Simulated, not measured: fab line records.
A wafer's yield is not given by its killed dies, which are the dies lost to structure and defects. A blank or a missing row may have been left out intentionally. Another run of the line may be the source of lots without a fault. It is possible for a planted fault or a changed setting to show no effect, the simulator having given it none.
Matching of chambers :: flow nand_harc :: NHARC_A_CONTACT_DEP_85 on pecvd-04 has 3 sister chambers
The step deposits SiON, target thk 60 nm. 3 wafers are shown with their chamber, then 12 later ones without.

== WAFERS WITH THEIR CHAMBER ==
wafer: L092.4
chamber: 0
heater_power_w (W): 783

wafer: L092.5
chamber: 2
heater_power_w (W): 689

wafer: L092.6
chamber: 1
heater_power_w (W): 655

== WAFERS WHOSE CHAMBER IS MISSING ==
wafer: L093.2
heater_power_w (W): 731

wafer: L093.3
heater_power_w (W): 757

wafer: L093.6
heater_power_w (W): 760

wafer: L094.1
heater_power_w (W): 574

wafer: L094.3
heater_power_w (W): 795

wafer: L094.4
heater_power_w (W): 610

wafer: L095.3
heater_power_w (W): 626

wafer: L095.5
heater_power_w (W): 638

wafer: L095.6
heater_power_w (W): 758

wafer: L096.2
heater_power_w (W): 776

wafer: L096.3
heater_power_w (W): 666

wafer: L096.4
heater_power_w (W): 777

== WHICH CHAMBER EACH WENT THROUGH ==
wafer: L093.2
from the rows above: can't be placed: 2 or 0 or 1
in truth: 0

wafer: L093.3
from the rows above: can't be placed: 0 or 2
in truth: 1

wafer: L093.6
from the rows above: can't be placed: 0 or 2
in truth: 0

wafer: L094.1
from the rows above: can't be placed: 1 or 2
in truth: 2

wafer: L094.3
from the rows above: 0
in truth: 0

wafer: L094.4
from the rows above: can't be placed: 1 or 2
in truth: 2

wafer: L095.3
from the rows above: can't be placed: 1 or 2
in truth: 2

wafer: L095.5
from the rows above: can't be placed: 1 or 2
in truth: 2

wafer: L095.6
from the rows above: can't be placed: 0 or 2
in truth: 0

wafer: L096.2
from the rows above: 0
in truth: 0

wafer: L096.3
from the rows above: can't be placed: 1 or 2
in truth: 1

wafer: L096.4
from the rows above: 0
in truth: 0
Correct placement for 3 of the 12. Not placeable from these rows: 9 (in 8, the candidates include the true chamber). Placed wrongly: 0.
How it was worked out, from the rows above alone: a wafer's distance from a chamber is the root of the sum, over the readings, of the square of ((its reading less the chamber's mean) divided by the reading's scatter). The wafer belongs to the nearest chamber; if the next one is less than 2 further off, it can't be placed. Each chamber's mean is taken over the wafers shown for it. The scatter (one wafer shown for each chamber): square how far every hidden wafer sits from the nearest shown wafer, average those squares and take the square root.
